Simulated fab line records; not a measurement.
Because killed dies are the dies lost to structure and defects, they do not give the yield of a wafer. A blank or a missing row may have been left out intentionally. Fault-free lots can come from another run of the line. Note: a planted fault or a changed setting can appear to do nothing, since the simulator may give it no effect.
2 desks, one fault / flow n5 finfet / each desk holds nothing but its own numbers, with what lay behind them at the end

== AT THE TOOL OWNER'S DESK: pecvd-02 ==
The tool's own readings at N5_BEOL_M2_ILD_DEP_00 (deposits SiOC from DEMS/O2, target thk 79 nm, time 15.3 s): means of the sampled wafers that have a number, for each lot that ran on this tool. A lot is out of limits, marked OUT, if its mean lies more than 4 standard deviations from the usual mean; the brackets give that distance.
Columns: A = heater power w at N5_BEOL_M2_ILD_DEP_00, usual 472 W; B = showerhead plenum p Torr at N5_BEOL_M2_ILD_DEP_00, usual 5.695 Torr; C = susceptor temp C at N5_BEOL_M2_ILD_DEP_00, usual 349.95 C; D = throttle valve pct at N5_BEOL_M2_ILD_DEP_00, usual 11.7 %
lot=L674; first seen here=day 7 01:52; A=480; B=5.705; C=349.69; D=11.0
lot=L684; first seen here=day 9 18:01; A=505; B=5.707; C=350.04; D=11.4
lot=L685; first seen here=day 9 19:21; A=479; B=5.709; C=350.00; D=11.6
lot=L691; first seen here=day 11 07:40; A=453; B=5.701; C=348.50 (-6.6) OUT; D=11.3
lot=L692; first seen here=day 11 09:58; A=461; B=5.700; C=348.49 (-6.6) OUT; D=11.3
This desk finds L691, L692 out of limits, L691 being first, at day 11 07:40 (susceptor temp C at N5_BEOL_M2_ILD_DEP_00). L674, L684, L685: within limits.

== FROM THE METROLOGY DESK ==
What the gauges read, lot by lot, whatever tool the lot ran on: means of the sampled wafers that have a number. A lot is out of limits, marked OUT, if its mean lies more than 4 standard deviations from the usual mean; the brackets give that distance. Of its 10 readings 7 are shown: those that lie furthest out on some lot.
Columns: A = DIBL_N at N5_BEOL_M4_RC_MEAS_101, usual 36.0 mV/V; B = DIBL_P at N5_BEOL_M4_RC_MEAS_101, usual 36.2 mV/V; C = IOFF_N at N5_BEOL_M4_RC_MEAS_101, usual 0.16 nA/um; D = ION_N at N5_BEOL_M4_RC_MEAS_101, usual 671 uA/um; E = ION_P at N5_BEOL_M4_RC_MEAS_101, usual 461 uA/um; F = SS_N at N5_BEOL_M4_RC_MEAS_101, usual 71.5 mV/dec; G = VT_P at N5_BEOL_M4_RC_MEAS_101, usual -250 mV
lot=L674; first seen here=day 8 21:15; A=33.9; B=35.7; C=0.13; D=655; E=449; F=71.9; G=-253
lot=L677; first seen here=day 9 23:35; A=38.0; B=39.1; C=0.19; D=681; E=460; F=72.5; G=-250
lot=L682; first seen here=day 10 17:22; A=35.3; B=36.5; C=0.16; D=676; E=468; F=71.6; G=-249
lot=L683; first seen here=day 11 04:19; A=36.4; B=35.4; C=0.14; D=665; E=462; F=71.6; G=-251
lot=L684; first seen here=day 11 11:53; A=35.1; B=34.2; C=0.14; D=667; E=453; F=71.3; G=-254
lot=L685; first seen here=day 11 20:52; A=39.2; B=38.0; C=0.19; D=680; E=468; F=72.0; G=-248
lot=L688; first seen here=day 12 11:42; A=35.3; B=36.3; C=0.16; D=671; E=466; F=71.6; G=-249
lot=L691; first seen here=day 12 21:49; A=35.4; B=36.9; C=0.17; D=669; E=466; F=71.4; G=-246
lot=L692; first seen here=day 12 22:44; A=33.6; B=32.9; C=0.11; D=655; E=452; F=70.9; G=-253
lot=L690; first seen here=day 13 13:41; A=38.0; B=37.9; C=0.17; D=670; E=460; F=71.8; G=-251
This desk's finding: nothing out of limits on any of the 10 lots.

== ALL TOGETHER ==
At day 11 07:40, on L691, L692, the tool owner's desk was in a position to raise an alarm.
From the metrology desk's view, nothing was out of limits.
The metrology desk holds a record of L691, L692, inside its limits.
The lots listed all ran N5_BEOL_M2_ILD_DEP_00 on pecvd-02.

== WHAT THE SIMULATOR PUT IN ==
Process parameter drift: pecvd-02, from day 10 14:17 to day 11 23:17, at N5_BEOL_M2_ILD_DEP_00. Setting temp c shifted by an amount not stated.
Lots struck among those shown: L691, L692.
Hours from the fault's start to each desk's first reading out of limits: the tool owner's desk, 17.
